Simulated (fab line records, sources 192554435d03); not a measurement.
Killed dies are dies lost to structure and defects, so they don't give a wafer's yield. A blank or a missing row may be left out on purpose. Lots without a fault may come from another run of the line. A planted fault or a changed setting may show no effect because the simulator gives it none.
Split-lot experiment | flow n5_finfet | 7 lots, 21 wafers read, on a route of 1938 steps

THE SPLIT
At N5_DUMMY_GATE_EXPOSE_12 (exposes mask GATE, target cd 25 nm), the setting dose_mj was moved away from the recipe's 34 on 8 of the 21 wafers read, by -6.4% to +5.6%. The other wafers ran this setting at the recipe's value.

FROM THE SPLIT TO THE READING: what the file shows between them, 2 steps
- N5_DUMMY_GATE_PEB_13: peb time 60 s
- N5_DUMMY_GATE_DEVELOP_14: develop time 30 s

THE READING
cd_nm, in nm, at N5_DUMMY_GATE_CD_MEAS_15 (target cd 25.8 nm). Fault-free wafers of this fab line usually give 24.94 nm, standard deviation 0.21 nm.

wafer  | tool, chamber at the split | dose_mj as run | against the recipe | cd_nm, nm | against lot-mates on the recipe
L075.1 | euv_scanner-02, 0          | 34             | recipe             | 25.28     | -
L075.2 | euv_scanner-02, 0          | 34             | recipe             | 24.86     | -
L075.3 | euv_scanner-02, 0          | 34             | recipe             | 24.81     | -
L076.2 | euv_scanner-01, 0          | 35.92          | +5.6%              | 23.92     | -0.96
L076.3 | euv_scanner-01, 0          | 35.92          | +5.6%              | 23.92     | -0.96
L076.6 | euv_scanner-01, 0          | 34             | recipe             | 24.88     | -
L077.1 | euv_scanner-01, 0          | 35.75          | +5.1%              | 24.07     | -0.72
L077.5 | euv_scanner-01, 0          | 35.75          | +5.1%              | 24.05     | -0.74
L077.6 | euv_scanner-01, 0          | 34             | recipe             | 24.79     | -
L080.1 | euv_scanner-01, 0          | 34             | recipe             | 25.11     | -
L080.3 | euv_scanner-01, 0          | 34             | recipe             | 24.37     | -
L080.6 | euv_scanner-01, 0          | 34             | recipe             | 24.58     | -
L081.4 | euv_scanner-01, 0          | 34.85          | +2.5%              | 24.57     | -0.59
L081.5 | euv_scanner-01, 0          | 34             | recipe             | 25.34     | -
L081.6 | euv_scanner-01, 0          | 34             | recipe             | 24.99     | -
L084.1 | euv_scanner-02, 0          | 31.81          | -6.4%              | 25.83     | +0.93
L084.5 | euv_scanner-02, 0          | 34             | recipe             | 24.90     | -
L084.6 | euv_scanner-02, 0          | 31.81          | -6.4%              | 26.08     | +1.18
L092.2 | euv_scanner-01, 0          | 34             | recipe             | 25.32     | -
L092.3 | euv_scanner-01, 0          | 31.97          | -6.0%              | 26.31     | +1.11
L092.4 | euv_scanner-01, 0          | 34             | recipe             | 25.08     | -

THE FIT
A straight line over all 21 wafers: cd_nm changes by -0.177 nm for each +1% of dose_mj; r = -0.93; the points scatter about the line by 0.25 nm.
The same after taking each lot's own level away (the mean of its wafers on the recipe; 21 wafers): -0.166 nm for each +1%; r = -0.96; scatter 0.18 nm.
On that fit, the largest move of dose_mj shifts the reading by 1.1 nm.
The lots' own levels span 24.687 to 25.200 nm, that is 2.4 times the standard deviation above.
So the lot-to-lot level changes the slope little: the two slopes agree.
Check: with one of the wafers moved furthest among these (-6.4%) left out of the fit, the line predicts +1.12 nm for it against its lot-mates. It came out at +0.93 nm against them.

OTHER SPLITS ON THESE WAFERS
These wafers also went through other splits before the reading. Each is held against what the fit with the lots' levels taken away leaves over:
other split on the same wafers | wafers away from the commonest value | r with cd_nm (lot level and that fit taken away)
N5_ZERO_LAYER_PECVD_02 time_s  | 10                                   | +0.05
N5_ZERO_LAYER_COAT_05 spin_rpm | 4                                    | +0.20
N5_ZERO_LAYER_ETCH_18 icp_w    | 6                                    | -0.08
N5_WELL_APT_PEB_06 peb_temp_c  | 7                                    | -0.27
N5_FIN_SAQP_FIN_ETCH_36 icp_w  | 7                                    | +0.11
N5_FIN_CUT_COAT_19 spin_rpm    | 7                                    | +0.20

THE FILE'S OWN FIT
cd_nm changes by -0.17 nm for each +1% of dose_mj, r = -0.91.
